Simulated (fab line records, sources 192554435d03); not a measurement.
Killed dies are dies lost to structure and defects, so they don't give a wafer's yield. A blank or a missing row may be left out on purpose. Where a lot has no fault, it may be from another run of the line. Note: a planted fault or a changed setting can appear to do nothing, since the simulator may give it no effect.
Matching of chambers || flow n5-finfet || 4 sister chambers for N5_BEOL_M8_ETCH_65 on rie-diel-03
The step etches SiARC in CF4, target depth 15.6 nm, time 26 s. 16 wafers are shown with their chamber, then 8 later ones without.

## WAFERS, EACH WITH ITS CHAMBER
{"wafer": "L074.1", "chamber": 0, "showerhead-plenum-p-Torr (Torr)": 2.20, "drypump-motor-current-A (A)": 6.0, "throttle-valve-pct (%)": 16.00}
{"wafer": "L074.4", "chamber": 3, "showerhead-plenum-p-Torr (Torr)": 2.03, "drypump-motor-current-A (A)": 5.1, "throttle-valve-pct (%)": 15.84}
{"wafer": "L074.5", "chamber": 3, "showerhead-plenum-p-Torr (Torr)": 2.03, "drypump-motor-current-A (A)": 5.1, "throttle-valve-pct (%)": 15.84}
{"wafer": "L076.1", "chamber": 2, "showerhead-plenum-p-Torr (Torr)": 2.23, "drypump-motor-current-A (A)": 5.7, "throttle-valve-pct (%)": 15.75}
{"wafer": "L076.3", "chamber": 0, "showerhead-plenum-p-Torr (Torr)": 2.20, "drypump-motor-current-A (A)": 6.0, "throttle-valve-pct (%)": 16.00}
{"wafer": "L076.5", "chamber": 1, "showerhead-plenum-p-Torr (Torr)": 2.27, "drypump-motor-current-A (A)": 5.8, "throttle-valve-pct (%)": 15.33}
{"wafer": "L083.1", "chamber": 1, "showerhead-plenum-p-Torr (Torr)": 2.26, "drypump-motor-current-A (A)": 5.8, "throttle-valve-pct (%)": 15.34}
{"wafer": "L083.2", "chamber": 2, "showerhead-plenum-p-Torr (Torr)": 2.23, "drypump-motor-current-A (A)": 5.7, "throttle-valve-pct (%)": 15.79}
{"wafer": "L083.5", "chamber": 2, "showerhead-plenum-p-Torr (Torr)": 2.23, "drypump-motor-current-A (A)": 5.6, "throttle-valve-pct (%)": 15.80}
{"wafer": "L081.1", "chamber": 3, "showerhead-plenum-p-Torr (Torr)": 2.03, "drypump-motor-current-A (A)": 5.1, "throttle-valve-pct (%)": 15.87}
{"wafer": "L081.2", "chamber": 2, "showerhead-plenum-p-Torr (Torr)": 2.23, "drypump-motor-current-A (A)": 5.6, "throttle-valve-pct (%)": 15.80}
{"wafer": "L081.5", "chamber": 1, "showerhead-plenum-p-Torr (Torr)": 2.26, "drypump-motor-current-A (A)": 5.8, "throttle-valve-pct (%)": 15.36}
{"wafer": "L080.1", "chamber": 3, "showerhead-plenum-p-Torr (Torr)": 2.03, "drypump-motor-current-A (A)": 5.1, "throttle-valve-pct (%)": 15.91}
{"wafer": "L080.2", "chamber": 1, "showerhead-plenum-p-Torr (Torr)": 2.26, "drypump-motor-current-A (A)": 5.8, "throttle-valve-pct (%)": 15.37}
{"wafer": "L080.5", "chamber": 3, "showerhead-plenum-p-Torr (Torr)": 2.03, "drypump-motor-current-A (A)": 5.1, "throttle-valve-pct (%)": 15.88}
{"wafer": "L084.1", "chamber": 1, "showerhead-plenum-p-Torr (Torr)": 2.26, "drypump-motor-current-A (A)": 5.8, "throttle-valve-pct (%)": 15.37}

SIGNATURES (averages over the wafers above)
{"reading": "showerhead-plenum-p-Torr", "chamber 0": 2.2000, "chamber 1": 2.2620, "chamber 2": 2.2300, "chamber 3": 2.0300, "scatter within a chamber": 0.00258}
{"reading": "drypump-motor-current-A", "chamber 0": 6.000, "chamber 1": 5.800, "chamber 2": 5.650, "chamber 3": 5.100, "scatter within a chamber": 0.0289}
{"reading": "throttle-valve-pct", "chamber 0": 16.0000, "chamber 1": 15.3540, "chamber 2": 15.7850, "chamber 3": 15.8680, "scatter within a chamber": 0.0233}
Rule: for a wafer and a chamber, the distance is found by dividing, reading by reading, the gap between the wafer's reading and the chamber's mean by the reading's scatter, squaring, summing and taking the root. The wafer belongs to the nearest chamber; if the next one is less than 2 further off, it can't be placed. The scatter: the root of (the sum of the squares of (reading less its chamber's mean) over the shown wafers, divided by (wafers less chambers)).

## WAFERS MISSING THEIR CHAMBER
{"wafer": "L084.4", "showerhead-plenum-p-Torr (Torr)": 2.23, "drypump-motor-current-A (A)": 5.6, "throttle-valve-pct (%)": 15.80}
{"wafer": "L084.5", "showerhead-plenum-p-Torr (Torr)": 2.26, "drypump-motor-current-A (A)": 5.8, "throttle-valve-pct (%)": 15.37}
{"wafer": "L090.1", "showerhead-plenum-p-Torr (Torr)": 2.19, "drypump-motor-current-A (A)": 6.0, "throttle-valve-pct (%)": 15.55}
{"wafer": "L090.4", "showerhead-plenum-p-Torr (Torr)": 2.28, "drypump-motor-current-A (A)": 5.1, "throttle-valve-pct (%)": 15.38}
{"wafer": "L090.5", "showerhead-plenum-p-Torr (Torr)": 2.22, "drypump-motor-current-A (A)": 5.7, "throttle-valve-pct (%)": 15.81}
{"wafer": "L091.1", "showerhead-plenum-p-Torr (Torr)": 2.25, "drypump-motor-current-A (A)": 5.8, "throttle-valve-pct (%)": 15.41}
{"wafer": "L091.4", "showerhead-plenum-p-Torr (Torr)": 2.25, "drypump-motor-current-A (A)": 5.8, "throttle-valve-pct (%)": 15.40}
{"wafer": "L091.5", "showerhead-plenum-p-Torr (Torr)": 2.28, "drypump-motor-current-A (A)": 5.1, "throttle-valve-pct (%)": 15.41}

## WHICH CHAMBER EACH ONE RAN IN
{"wafer": "L084.4", "from the rows above": 2, "in truth": 2}
{"wafer": "L084.5", "from the rows above": 1, "in truth": 1}
{"wafer": "L090.1", "from the rows above": 0, "in truth": 0}
{"wafer": "L090.4", "from the rows above": 1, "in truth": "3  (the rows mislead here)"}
{"wafer": "L090.5", "from the rows above": 2, "in truth": 2}
{"wafer": "L091.1", "from the rows above": 1, "in truth": 1}
{"wafer": "L091.4", "from the rows above": 1, "in truth": 1}
{"wafer": "L091.5", "from the rows above": 1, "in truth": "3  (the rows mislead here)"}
6 of 8 placed correctly. From these rows, 0 cannot be placed. Number placed wrongly: 2.
